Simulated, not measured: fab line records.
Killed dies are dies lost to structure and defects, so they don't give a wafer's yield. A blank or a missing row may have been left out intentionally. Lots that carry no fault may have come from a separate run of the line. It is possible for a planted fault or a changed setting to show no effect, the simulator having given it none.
One fault through the eyes of 2 desks    flow nandHarc    each desk has only its own numbers; what lay behind them comes last

## DESK OF THE TOOL OWNER: lithoTrack-01
The tool's own readings at NHARC_A_BLC_PEB_08 (peb time 65 s): means of the sampled wafers that have a number, for each lot that ran on this tool. If a lot's mean is further than 4 standard deviations from the usual mean, the lot is out of limits and carries the mark OUT (the distance appears in the brackets).
Columns: A = heaterPowerTotalW at NHARC_A_BLC_PEB_08, usual 156.6 W; B = plateTempC at NHARC_A_BLC_PEB_08, usual 99.96 C
lot   first seen here  A                 B
L111  day 23 17:41     156.4             99.84
L115  day 25 02:05     156.6             99.97
L116  day 25 07:00     156.3             100.01
L121  day 27 01:09     152.9 (-8.6) OUT  97.90 (-17) OUT
L120  day 27 03:09     152.7 (-9.1) OUT  98.04 (-16) OUT
This desk's verdict: out of limits on L120, L121, starting with L121 at day 27 01:09 (heaterPowerTotalW at NHARC_A_BLC_PEB_08). L111, L115, L116: within limits.

## METROLOGY DESK
What the gauges read, lot by lot, whatever tool the lot ran on: means of the sampled wafers that have a number. If a lot's mean is further than 4 standard deviations from the usual mean, the lot is out of limits and carries the mark OUT (the distance appears in the brackets).
Columns: A = cdNm at NHARC_A_BLC_CD_MEAS_10, usual 99.7 nm
lot   first seen here  A
L111  day 23 17:46     99.2
L115  day 25 02:10     99.5
L116  day 25 07:05     99.8
L121  day 27 01:14     92.1 (-14) OUT
L120  day 27 03:14     93.2 (-12) OUT
L125  day 28 09:13     100.0
L124  day 28 13:51     99.9
L123  day 28 14:50     100.0
L129  day 30 09:02     99.3
L131  day 31 14:55     99.5
L132  day 32 03:21     100.2
This desk's verdict: out of limits on L120, L121, starting with L121 at day 27 01:14 (cdNm at NHARC_A_BLC_CD_MEAS_10). L111, L115, L116, L125, L124, L123, L129, L131, L132: within limits.

## BROUGHT TOGETHER
The tool owner's desk had the chance to raise an alarm at day 27 01:09 on L120, L121.
The metrology desk could have raised an alarm at day 27 01:14, on L120, L121.
NHARC_A_BLC_PEB_08 was run on lithoTrack-01 by each of the lots named.

## WHAT THE SIMULATOR PUT IN
Drift in process parameters on lithoTrack-01 at NHARC_A_BLC_PEB_08, starting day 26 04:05. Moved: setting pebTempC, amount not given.
Struck lots among those shown: L120, L121.
Delay (hours) between the fault's onset and each desk's first out-of-limits reading: 21 at the tool owner's desk, 21 at the metrology desk.
